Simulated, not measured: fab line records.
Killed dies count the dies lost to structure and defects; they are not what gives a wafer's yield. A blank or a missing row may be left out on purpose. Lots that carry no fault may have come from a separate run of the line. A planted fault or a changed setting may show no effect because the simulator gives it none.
Matching of chambers + flow n5-finfet + N5_BEOL_M1_CO_CAP_55 on cvd-co-01: 3 sister chambers
The step material Co, precursor CCTBA/H2, target thk 2 nm, time 102.1 s. 3 wafers are shown with their chamber, then 9 later ones without.

## WAFERS PAIRED WITH THEIR CHAMBERS
| wafer  | chamber | heater-power-w (W) |
|--------|---------|--------------------|
| L092.1 | 1       | 230                |
| L092.2 | 0       | 210                |
| L092.3 | 2       | 224                |

## WAFERS WITHOUT THEIR CHAMBER
| wafer  | heater-power-w (W) |
|--------|--------------------|
| L092.4 | 213                |
| L092.5 | 238                |
| L092.6 | 223                |
| L094.2 | 236                |
| L094.4 | 213                |
| L094.6 | 215                |
| L095.1 | 203                |
| L095.3 | 221                |
| L095.5 | 220                |

## WHICH CHAMBER EACH WENT THROUGH
| wafer  | from the rows above          | in truth |
|--------|------------------------------|----------|
| L092.4 | can't be placed: 0 or 2      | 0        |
| L092.5 | can't be placed: 1 or 2      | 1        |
| L092.6 | can't be placed: 2 or 1      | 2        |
| L094.2 | can't be placed: 1 or 2      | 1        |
| L094.4 | can't be placed: 0 or 2      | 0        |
| L094.6 | can't be placed: 0 or 2      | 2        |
| L095.1 | 0                            | 0        |
| L095.3 | can't be placed: 2 or 1 or 0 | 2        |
| L095.5 | can't be placed: 2 or 0 or 1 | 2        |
Correctly placed: 1 of 9. Unplaceable from these rows: 8, with the true chamber sitting among the candidates in 8. Wrongly placed: 0.
How it was worked out, from the rows above alone: a wafer's distance from a chamber is the root of the sum, over the readings, of the square of ((its reading less the chamber's mean) divided by the reading's scatter). The wafer belongs to the nearest chamber; if the next one is less than 2 further off, it can't be placed. A chamber's mean is the mean of its shown wafers. The scatter: root of mean squared gap, hidden wafer to nearest shown wafer, with one shown wafer a chamber.
